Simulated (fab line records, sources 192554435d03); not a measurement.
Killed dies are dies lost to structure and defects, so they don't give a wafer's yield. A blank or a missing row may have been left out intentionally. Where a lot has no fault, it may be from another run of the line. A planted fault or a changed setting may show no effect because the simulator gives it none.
The tool behind it: which one? :: flow n5 finfet :: 8 lots, 23 wafers sampled, at 4 steps of a route of 1938

WHAT EACH GAUGE READ, for each wafer
N5_BEOL_M9_OCD_MEAS_38.
lot: L835
measured: day 10 12:14
on: ocd-01
trench depth nm (nm): 151.2 146.5 147.0

lot: L837
measured: day 11 04:19
on: ocd-02
trench depth nm (nm): 147.6 148.0 147.6

lot: L839
measured: day 11 12:37
on: ocd-02
trench depth nm (nm): 151.1 150.9 152.9

lot: L840
measured: day 11 12:40
on: ocd-01
trench depth nm (nm): 154.7 154.8 154.2

lot: L843
measured: day 12 11:01
on: ocd-02
trench depth nm (nm): 72.0 -

lot: L845
measured: day 12 18:22
on: ocd-02
trench depth nm (nm): 150.0 1.6 3.5

lot: L855
measured: day 15 06:19
on: ocd-02
trench depth nm (nm): 153.9 154.2 152.8

lot: L858
measured: day 16 11:29
on: ocd-01
trench depth nm (nm): 149.6 151.1 149.9

EACH LOT AND THE TOOL THAT RAN IT (in order: tool; ch and the chambers of the sampled wafers; start)
lot: L835
N5_BEOL_M9_HM_DEP_02: pvd sputter-02, day 10 08:43
N5_BEOL_M9_STRIP_19: rie diel-02 ch 0,2,3, day 10 10:06
N5_BEOL_M9_VIA_ETCH_34: rie diel-04 ch 1,2, day 10 11:57

lot: L837
N5_BEOL_M9_HM_DEP_02: pvd sputter-02, day 10 21:57
N5_BEOL_M9_STRIP_19: rie diel-02 ch 0,1,3, day 10 23:07
N5_BEOL_M9_VIA_ETCH_34: rie diel-04 ch 2,3, day 11 04:02

lot: L839
N5_BEOL_M9_HM_DEP_02: pvd sputter-02, day 11 10:17
N5_BEOL_M9_STRIP_19: rie diel-06 ch 0,3, day 11 11:19
N5_BEOL_M9_VIA_ETCH_34: rie diel-06 ch 0,3, day 11 12:20

lot: L840
N5_BEOL_M9_HM_DEP_02: pvd sputter-02, day 11 10:11
N5_BEOL_M9_STRIP_19: rie diel-06 ch 0,3, day 11 11:10
N5_BEOL_M9_VIA_ETCH_34: rie diel-02 ch 0,1, day 11 12:17

lot: L843
N5_BEOL_M9_HM_DEP_02: pvd sputter-02, day 12 08:22
N5_BEOL_M9_STRIP_19: rie diel-02 ch 0,3, day 12 09:29
N5_BEOL_M9_VIA_ETCH_34: rie diel-02 ch 0,1, day 12 10:44

lot: L845
N5_BEOL_M9_HM_DEP_02: pvd sputter-02, day 12 14:44
N5_BEOL_M9_STRIP_19: rie diel-02 ch 0,3, day 12 15:35
N5_BEOL_M9_VIA_ETCH_34: rie diel-04 ch 0,1, day 12 17:58

lot: L855
N5_BEOL_M9_HM_DEP_02: pvd sputter-02, day 15 03:58
N5_BEOL_M9_STRIP_19: rie diel-02 ch 0,3, day 15 05:11
N5_BEOL_M9_VIA_ETCH_34: rie diel-02 ch 0,3, day 15 06:02

lot: L858
N5_BEOL_M9_HM_DEP_02: pvd sputter-03, day 16 08:12
N5_BEOL_M9_STRIP_19: rie diel-02 ch 0,1,3, day 16 09:03
N5_BEOL_M9_VIA_ETCH_34: rie diel-04 ch 0,1,2, day 16 11:13
- N5_BEOL_M9_HM_DEP_02: deposits TiN, target thk 20 nm.
- N5_BEOL_M9_STRIP_19: strips in O2.
- N5_BEOL_M9_VIA_ETCH_34: etches SiCOH lowk in C4F6/O2, target depth 182.4 nm, time 68.4 s.

THE ANSWER, worked out from the rows above alone
Rule: the lots themselves supply what counts as usual. Put in order of their means at a reading, lots are off if they are a third of the lots or fewer, leave a main group of 4 or more, and stand apart from it by a gap of 3 or more times the standard deviation of the main group's means; of several such gaps the widest counts. Not used: any main group whose means are identical at the precision the tables above print for the reading. Also off: a lot with no number at a reading for which 4 or more lots have one. All remaining lots with rows at the step are treated as sound.
Off at N5_BEOL_M9_OCD_MEAS_38 (trench depth nm): L843, L845. The main group has a mean of 151.0 nm with a standard deviation of 2.6.
A tool fits if, at a process step before that reading, it ran every lot that is off, and no sound lot after the first of them. Gauges at N5_BEOL_M9_OCD_MEAS_38: tried the same way as those tools. No candidate that was tried fits.

WHAT THE SIMULATOR HAD INSERTED
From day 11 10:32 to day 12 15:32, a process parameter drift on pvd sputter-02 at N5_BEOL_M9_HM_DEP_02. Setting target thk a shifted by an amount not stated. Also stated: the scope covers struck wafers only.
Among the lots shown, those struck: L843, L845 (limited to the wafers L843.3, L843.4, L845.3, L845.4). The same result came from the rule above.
